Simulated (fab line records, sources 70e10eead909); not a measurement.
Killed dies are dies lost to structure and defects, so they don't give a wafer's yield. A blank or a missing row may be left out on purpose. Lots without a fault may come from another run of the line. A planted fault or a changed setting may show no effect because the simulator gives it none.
Chamber matching | flow nand_harc | NHARC_A_BONDPAD_DEP_00 on pecvd-02: 3 sister chambers
The step deposits SiCN, target thk 250 nm. 6 wafers are shown with their chamber, then 10 later ones without.

WAFERS WITH THEIR CHAMBER
wafer  | chamber | showerhead_vpp_V (V) | heater_power_w (W)
L836.5 | 2       | 1323                 | 436
L840.2 | 0       | 1212                 | 653
L840.3 | 2       | 1330                 | 417
L840.4 | 1       | 1222                 | 649
L842.1 | 1       | 1224                 | 716
L842.2 | 0       | 1226                 | 595

WAFERS WITHOUT THEIR CHAMBER
wafer  | showerhead_vpp_V (V) | heater_power_w (W)
L842.4 | 1213                 | 729
L843.2 | 1317                 | 501
L843.3 | 1229                 | 670
L843.6 | 1311                 | 490
L845.1 | 1336                 | 460
L845.5 | 1332                 | 452
L845.6 | 1239                 | 633
L847.3 | 1247                 | 682
L847.4 | 1245                 | 712
L847.5 | 1246                 | 684

WHICH CHAMBER EACH WENT THROUGH
wafer  | from the rows above     | in truth
L842.4 | can't be placed: 1 or 0 | 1
L843.2 | 2                       | 2
L843.3 | can't be placed: 1 or 0 | 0
L843.6 | 2                       | 2
L845.1 | 2                       | 2
L845.5 | 2                       | 2
L845.6 | can't be placed: 1 or 0 | 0
L847.3 | can't be placed: 1 or 0 | 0
L847.4 | can't be placed: 1 or 0 | 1
L847.5 | can't be placed: 1 or 0 | 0
Placed correctly: 4 of 10. Can't be placed from these rows: 6 (the true chamber is among the candidates in 6). Placed wrongly: 0.
How it was worked out, from the rows above alone: a wafer's distance from a chamber is the root of the sum, over the readings, of the square of ((its reading less the chamber's mean) divided by the reading's scatter). The wafer belongs to the nearest chamber; if the next one is less than 2 further off, it can't be placed. A chamber's mean is the mean of its shown wafers. The scatter: the root of (the sum of the squares of (reading less its chamber's mean) over the shown wafers, divided by (wafers less chambers)).
